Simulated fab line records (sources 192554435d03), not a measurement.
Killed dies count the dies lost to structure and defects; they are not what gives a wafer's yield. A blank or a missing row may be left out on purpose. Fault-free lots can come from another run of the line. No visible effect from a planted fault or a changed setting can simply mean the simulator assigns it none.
A lot that was struck, set against a sound lot + flow n5-finfet + 44 out of 1938 route steps
Sound: the wafers L308.2, L308.5. Struck: wafer L313.1. (L313.6 of the same lot was not struck and is left out.) The cause comes at the end.
Each step with rows lists, per side, the tool, then ch with its chambers, then its first start. Under that, the readings that differ: sound wafers + struck wafers + difference of the means + sigmas: that difference in standard deviations of wafers without a fault.
alike: words and numbers the same on both sides, and readings whose means are apart by under 2 such deviations; not compared: readings that were withheld, readings missing a value for some wafer, numbers with overlapping values and no deviation given by the record, and bounds like >300 which may hide the same value.
Wherever a step has rows on one side only, a row that says differs or no value, or a row with sigmas, the two part there. Numbers that have no deviation but don't overlap get no sigmas and don't part them. A reading missing from all wafers of one side parts the sides only when that side holds two or more wafers.

N5_WELL_APT_CD_MEAS_25: the cd target is 200 nm.
  sound on cd-sem-01 ch 0, day 2 02:52; struck on cd-sem-01 ch 0, day 3 09:02
| reading    | sound       | struck | difference | sigmas |
|------------|-------------|--------|------------|--------|
| cd-nm (nm) | 201.3 201.6 | 196.9  | -4.5       | -2     |
N5_WELL_APT_OVL_MEAS_26:
  sound on overlay-02 ch 0, day 2 02:54; struck on overlay-02 ch 0, day 3 09:04
| reading        | sound | struck | difference | sigmas |
|----------------|-------|--------|------------|--------|
| PWELL_OVL (nm) | 7 -2  | -11    | -14        | -3     |
N5_WELL_APT_INSPECT_27: inspects for defects (macro).
  sound on defect-inspect-02 at day 2 02:56; struck on defect-inspect-02 at day 3 09:05
  alike: raw-defect-count
N5_WELL_APT_DESCUM_30: chemistry O2, time 7.9 s.
  sound on rie-diel-03 ch 1, day 2 02:58; struck on rie-diel-03 ch 0, day 3 09:07
  alike: chamber-pressure-mTorr, drypump-motor-current-A, oes-product-au, rf-vpp-V, showerhead-plenum-p-Torr, throttle-valve-pct
  not compared: rf-hours-counter-h
then, 3 steps without rows for these wafers: N5_WELL_APT_IMPLANT_31; N5_WELL_APT_IMPLANT_32; N5_WELL_APT_STRIP_33 (strips in SPM, time 900 s).
N5_WELL_APT_RTA_34: time 10 s.
  sound on rtp-anneal-02 ch 0, day 2 03:46; struck on rtp-anneal-01 ch 0, day 3 10:02
  alike: lamp-power-pct, lamp_zone_3_pct, wafer_temp_C_max
then, 4 steps without rows for these wafers: N5_WELL_APT_OXIDE_STRIP_42 (strips SiO2 in dHF, time 45 s, target depth 12 nm); N5_WELL_APT_PRECLEAN_36 (cleans in O3/DIW, time 45 s); N5_WELL_APT_PRECLEAN_39 (cleans in dHF, time 60 s); N5_WELL_APT_SRD_37 (time 30 s).
N5_WELL_APT_EPI_41: deposits Si from SiH4/H2, target thk 50 nm, time 297.7 s.
  sound on epi-rpcvd-02 ch 0, day 2 04:05; struck on epi-rpcvd-01 ch 0, day 3 10:17
| reading                                 | sound       | struck | difference | sigmas |
|-----------------------------------------|-------------|--------|------------|--------|
| model.Si_of_WELL_APT_EPI_41.thk-nm (nm) | 50.05 50.01 | 45.27  | -4.76      |        |
  alike: throttle-valve-pct
N5_WELL_APT_INSPECT_38: inspects for defects (darkfield).
  sound on defect-inspect-01 at day 2 04:38; struck on defect-inspect-01 at day 3 10:55
| reading          | sound | struck | difference | sigmas |
|------------------|-------|--------|------------|--------|
| raw-defect-count | 20 14 | 4      | -13        | -3     |
then, 8 steps without rows for these wafers: N5_PMOS_HMC_CHANNEL_EPI_HM_DEP_34 (deposits SiO2 from TEOS/O2, target thk 36 nm, time 6.9 s); N5_PMOS_HMC_CHANNEL_EPI_COAT_31 (time 60 s, resist thk 66 nm); N5_PMOS_HMC_CHANNEL_EPI_COAT_03 (resist thk 205 nm); N5_PMOS_HMC_CHANNEL_EPI_EBR_05; N5_PMOS_HMC_CHANNEL_EPI_SOFTBAKE_04 (time 60 s); N5_PMOS_HMC_CHANNEL_EPI_EXPOSE_06 (exposes mask PMOS HMC BLK, target cd 240 nm); N5_PMOS_HMC_CHANNEL_EPI_PEB_07 (peb time 60 s); N5_PMOS_HMC_CHANNEL_EPI_DEVELOP_08 (develop time 30 s).
N5_PMOS_HMC_CHANNEL_EPI_CD_MEAS_09: the cd target is 237.4 nm.
  sound on cd-sem-01 ch 0, day 2 05:04; struck on cd-sem-01 ch 0, day 3 11:14
  alike: cd-nm
N5_PMOS_HMC_CHANNEL_EPI_OVL_MEAS_10:
  sound on overlay-02 ch 0, day 2 05:06; struck on overlay-02 ch 0, day 3 11:16
  alike: PMOS_HMC_BLK_OVL
N5_PMOS_HMC_CHANNEL_EPI_INSPECT_11: inspects for defects (macro).
  sound on defect-inspect-02 at day 2 05:07; struck on defect-inspect-01 at day 3 11:17
  alike: raw-defect-count
N5_PMOS_HMC_CHANNEL_EPI_DESCUM_14: chemistry O2, time 7.9 s.
  sound on rie-diel-04 ch 2,3, day 2 05:09; struck on rie-diel-01 ch 1, day 3 11:19
| reading               | sound     | struck | difference | sigmas |
|-----------------------|-----------|--------|------------|--------|
| oes-product-au (a.u.) | 0.70 0.79 | 0.94   | +0.19      | +2     |
  alike: chamber-pressure-mTorr, drypump-motor-current-A, rf-vpp-V, showerhead-plenum-p-Torr, throttle-valve-pct
  not compared: rf-hours-counter-h
N5_PMOS_HMC_CHANNEL_EPI_ETCH_32: etches BARC in N2/H2, stops on SiO2, target depth 85.8 nm, time 50.3 s.
  sound on rie-diel-04 ch 2,3, day 2 05:11; struck on rie-diel-01 ch 1, day 3 11:22
| reading                | sound       | struck | difference | sigmas |
|------------------------|-------------|--------|------------|--------|
| oes-product-au (a.u.)  | 0.62 0.67   | 0.78   | +0.14      | +2     |
| throttle-valve-pct (%) | 17.80 18.12 | 17.42  | -0.54      | -2     |
  alike: chamber-pressure-mTorr, drypump-motor-current-A, rf-vpp-V, showerhead-plenum-p-Torr
  not compared: rf-hours-counter-h
then, 1 step without rows for these wafers: N5_PMOS_HMC_CHANNEL_EPI_HM_OPEN_15 (chemistry CHF3/O2, target SiO2, target depth 40.6 nm, time 20.3 s).
N5_PMOS_HMC_CHANNEL_EPI_STRIP_33: strips in N2/H2.
  sound on rie-diel-04 ch 2,3, day 2 05:17; struck on rie-diel-01 ch 1, day 3 11:27
| reading               | sound     | struck | difference | sigmas |
|-----------------------|-----------|--------|------------|--------|
| oes-product-au (a.u.) | 0.70 0.79 | 0.97   | +0.22      | +3     |
  alike: chamber-pressure-mTorr, drypump-motor-current-A, rf-vpp-V, showerhead-plenum-p-Torr, throttle-valve-pct
  not compared: rf-hours-counter-h
then, 10 steps without rows for these wafers: N5_PMOS_HMC_CHANNEL_EPI_STRIP_17 (strips in SPM, time 750 s); N5_PMOS_HMC_CHANNEL_EPI_ETCH_38 (etches SiO2 in CF4, target depth 1.5 nm); N5_PMOS_HMC_CHANNEL_EPI_FIN_RECESS_16 (chemistry HBr/Cl2, target Si, target depth 54 nm, time 18 s); N5_PMOS_HMC_CHANNEL_EPI_PRECLEAN_36 (cleans in O3/DIW, time 45 s); N5_PMOS_HMC_CHANNEL_EPI_PRECLEAN_18 (cleans in DHF, time 30 s); N5_PMOS_HMC_CHANNEL_EPI_SRD_19 (time 30 s); N5_PMOS_HMC_CHANNEL_EPI_EPI_20 (deposits SiGe30, target thk 59 nm); N5_PMOS_HMC_CHANNEL_EPI_HM_STRIP_35 (strips SiO2 in dHF, material SiO2, target depth 39.6 nm, time 216 s); N5_PMOS_HMC_CHANNEL_EPI_SRD_39 (time 30 s); N5_PMOS_HMC_CHANNEL_EPI_CMP_21 (polishes SiGe30, target thk 54 nm).
N5_PMOS_HMC_CHANNEL_EPI_THK_MEAS_22:
  sound on film-metro-02 at day 2 07:25; struck on film-metro-02 at day 3 13:35
  alike: HMC_CMP_THK
then, 2 steps without rows for these wafers: N5_PMOS_HMC_CHANNEL_EPI_PRECLEAN_40 (cleans in DHF, time 30 s); N5_PMOS_HMC_CHANNEL_EPI_PRECLEAN_37 (cleans in O3/DIW, time 45 s).
N5_SD_EPI_N_STRIP_18: strips in SPM, time 750 s.
  sound on wet-bench-03 ch 4,5, day 3 15:02; struck on wet-bench-06 ch 0, day 4 19:08
| reading                                 | sound   | struck | difference | sigmas |
|-----------------------------------------|---------|--------|------------|--------|
| model.Si_of_WELL_APT_EPI_41.thk-nm (nm) | 8.4 8.8 | 3.6    | -5.0       |        |
  alike: bath-heat-duty-pct
-- the record jumps here: 5 days lie between the struck wafers' starts before and after (it left off in module SD_EPI_N and takes up again in module BEOL_M4, whose first step shown is number 1111 of the route) --
N5_BEOL_M4_RC_MEAS_101:
  sound on prober-01 ch 0, day 8 04:23; struck on prober-01 ch 0, day 9 17:23
| reading | sound     | struck | difference | sigmas |
|---------|-----------|--------|------------|--------|
| CJ_N    | 4.33 4.28 | 4.71   | +0.41      | +4     |
| CJ_P    | 5.88 5.82 | 5.15   | -0.70      | -4     |
  alike: DIBL_N, DIBL_P, IOFF_N, IOFF_P, ION_N, ION_P, SS_N, SS_P, VT_N, VT_P

== WHERE THEY PART ==
At N5_WELL_APT_CD_MEAS_25 first; at N5_BEOL_M4_RC_MEAS_101 last (within this record only).

WHY: what the simulator had put in
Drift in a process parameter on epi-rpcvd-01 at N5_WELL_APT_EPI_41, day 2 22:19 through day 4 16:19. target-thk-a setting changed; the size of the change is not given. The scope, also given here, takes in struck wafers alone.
